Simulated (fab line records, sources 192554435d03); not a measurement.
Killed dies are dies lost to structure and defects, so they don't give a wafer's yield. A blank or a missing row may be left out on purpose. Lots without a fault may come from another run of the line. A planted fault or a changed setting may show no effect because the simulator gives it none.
Split-lot experiment | flow n5_finfet | 7 lots, 39 wafers read, on a route of 1938 steps

THE SPLIT
At N5_MOL_CONTACT_COAG_ETCH_105 (etches SiARC in CF4, target depth 15.6 nm, time 26 s), the setting bias_w was moved away from the recipe's 36 W on 18 of the 39 wafers read, by -16.2% to +11.7%. The other wafers ran this setting at the recipe's value.

The reading is taken at the split's own step.

THE READING
rf_vpp_V, in V, at N5_MOL_CONTACT_COAG_ETCH_105 (etches SiARC in CF4, target depth 15.6 nm, time 26 s). Fault-free wafers of this fab line usually give 184.3 V, standard deviation 1.1 V.

wafer  | tool, chamber at the split | bias_w as run, W | against the recipe | rf_vpp_V, V | against lot-mates on the recipe
L076.1 | rie_diel-04, 1             | 36               | recipe             | 185.3       | -
L076.2 | rie_diel-04, 2             | 32.43            | -9.9%              | 173.3       | -11.9
L076.3 | rie_diel-04, 3             | 32.43            | -9.9%              | 170.5       | -14.7
L076.4 | rie_diel-04, 0             | 36               | recipe             | 185.8       | -
L076.5 | rie_diel-04, 1             | 32.43            | -9.9%              | 173.7       | -11.5
L076.6 | rie_diel-04, 2             | 36               | recipe             | 184.4       | -
L081.1 | rie_diel-04, 0             | 36               | recipe             | 186.1       | -
L081.2 | rie_diel-04, 1             | 36               | recipe             | 183.7       | -
L081.3 | rie_diel-04, 2             | 30.16            | -16.2%             | 165.3       | -19.4
L081.4 | rie_diel-04, 3             | 36               | recipe             | 184.4       | -
L081.5 | rie_diel-04, 2             | 30.16            | -16.2%             | 164.8       | -19.9
L081.6 | rie_diel-04, 3             | 30.16            | -16.2%             | 166.3       | -18.4
L083.1 | rie_diel-06, 0             | 31.33            | -13.0%             | 169.0       | -15.0
L083.2 | rie_diel-06, 3             | 31.33            | -13.0%             | 168.9       | -15.1
L083.3 | rie_diel-06, 2             | 31.33            | -13.0%             | 166.2       | -17.8
L083.4 | rie_diel-06, 1             | 36               | recipe             | 183.3       | -
L083.5 | rie_diel-06, 2             | 36               | recipe             | 184.0       | -
L083.6 | rie_diel-06, 3             | 36               | recipe             | 184.8       | -
L085.1 | rie_diel-03, 1             | 36               | recipe             | 184.4       | -
L085.2 | rie_diel-03, 2             | 36               | recipe             | 184.9       | -
L085.3 | rie_diel-03, 0             | 37.8             | +5.0%              | 189.7       | +5.1
L085.4 | rie_diel-03, 0             | 37.8             | +5.0%              | 188.7       | +4.1
L085.5 | rie_diel-03, 1             | 37.8             | +5.0%              | 189.0       | +4.4
L085.6 | rie_diel-03, 2             | 36               | recipe             | 184.6       | -
L088.1 | rie_diel-06, 3             | 37.78            | +4.9%              | 191.5       | +7.1
L088.2 | rie_diel-06, 2             | 37.78            | +4.9%              | 189.0       | +4.6
L088.3 | rie_diel-06, 1             | 36               | recipe             | 184.0       | -
L088.4 | rie_diel-06, 0             | 36               | recipe             | 184.8       | -
L088.5 | rie_diel-06, 2             | 37.78            | +4.9%              | 188.8       | +4.4
L088.6 | rie_diel-06, 3             | 36               | recipe             | 184.4       | -
L095.1 | rie_diel-03, 2             | 40.2             | +11.7%             | 199.4       | +14.5
L095.2 | rie_diel-03, 0             | 36               | recipe             | 183.5       | -
L095.3 | rie_diel-03, 3             | 40.2             | +11.7%             | 199.4       | +14.5
L095.4 | rie_diel-03, 2             | 36               | recipe             | 184.8       | -
L095.5 | rie_diel-03, 0             | 40.2             | +11.7%             | 197.3       | +12.4
L095.6 | rie_diel-03, 3             | 36               | recipe             | 186.3       | -
L096.1 | rie_diel-04, 3             | 36               | recipe             | 185.2       | -
L096.2 | rie_diel-04, 1             | 36               | recipe             | 185.1       | -
L096.5 | rie_diel-04, 3             | 36               | recipe             | 185.5       | -

THE FIT
A straight line over all 39 wafers: rf_vpp_V changes by +1.2 V for each +1% of bias_w; r = +0.99; the points scatter about the line by 1.1 V.
The same after taking each lot's own level away (the mean of its wafers on the recipe; 39 wafers): +1.19 V for each +1%; r = +0.99; scatter 1 V.
On that fit, the largest move of bias_w shifts the reading by 19 V.
The lots' own levels span 184.03 to 185.27 V, that is 1.1 times the standard deviation above.
So the lot-to-lot level changes the slope little: the two slopes agree.
Check: with one of the wafers moved furthest among these (-16.2%) left out of the fit, the line predicts -19.6 V for it against its lot-mates. It came out at -19.4 V against them.
Tool readings at the split's step, against how far the setting was moved: rf_vpp_V r = +0.99.

OTHER SPLITS ON THESE WAFERS
These wafers also went through other splits before the reading. Each is held against what the fit with the lots' levels taken away leaves over:
other split on the same wafers     | wafers away from the commonest value | r with rf_vpp_V (lot level and that fit taken away)
N5_FIN_SAQP_EXPOSE_13 dose_mj      | 15                                   | -0.10
N5_FIN_SAQP_ETCH_65 time_s         | 12                                   | +0.25
N5_DUMMY_GATE_ETCH_32 time_s       | 18                                   | -0.10
N5_HKMG_FIN_ETCH_35 target_depth_a | 9                                    | -0.08

THE FILE'S OWN FIT
rf_vpp_V changes by +1.2 V for each +1% of bias_w, r = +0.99.
